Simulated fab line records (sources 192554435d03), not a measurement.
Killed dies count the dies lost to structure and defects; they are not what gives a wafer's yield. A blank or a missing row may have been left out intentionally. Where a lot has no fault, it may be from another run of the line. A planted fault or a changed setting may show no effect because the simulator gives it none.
What tool caused it? -- flow n5-finfet -- 30 wafers sampled from 10 lots at 1 step of a route of 1938

== WHAT THE GAUGES SHOWED, per wafer ==
N5_FIN_SAQP_OCD_MEAS_76.
lot,measured,on,trench-depth-nm (nm)
L474,day 2 02:01,ocd-02,117.4 120.6 120.2
L475,day 2 08:50,ocd-02,122.6 120.1 122.5
L478,day 3 03:47,ocd-01,118.5 122.0 123.0
L479,day 3 09:23,ocd-01,120.6 117.9 119.0
L483,day 4 12:35,ocd-01,122.0 121.8 120.5
L484,day 4 15:22,ocd-01,123.0 121.2 122.0
L485,day 5 00:06,ocd-02,120.3 118.0 121.3
L489,day 5 22:50,ocd-01,121.4 117.3 121.2
L495,day 7 11:28,ocd-01,115.4 119.9 116.3
L496,day 7 17:19,ocd-01,121.5 121.8 119.4

== EACH LOT AND THE TOOL THAT RAN IT (in order: tool; ch and the chambers of the sampled wafers; start) ==
The record shows no process step preceding these readings.

== THE ANSWER, worked out from the rows above alone ==
Rule: what is usual is taken from the lots themselves. Put in order of their means at a reading, lots are off if they are a third of the lots or fewer, leave a main group of 4 or more, and stand apart from it by a gap of 3 or more times the standard deviation of the main group's means; of several such gaps the widest counts. Not used: any main group whose means are identical at the precision the tables above print for the reading. Also off: a lot with no number at a reading for which 4 or more lots have one. All remaining lots with rows at the step are treated as sound.
Nothing can be told from this: no lot is off at any reading shown.

== WHAT HAD BEEN PUT IN BY THE SIMULATOR ==
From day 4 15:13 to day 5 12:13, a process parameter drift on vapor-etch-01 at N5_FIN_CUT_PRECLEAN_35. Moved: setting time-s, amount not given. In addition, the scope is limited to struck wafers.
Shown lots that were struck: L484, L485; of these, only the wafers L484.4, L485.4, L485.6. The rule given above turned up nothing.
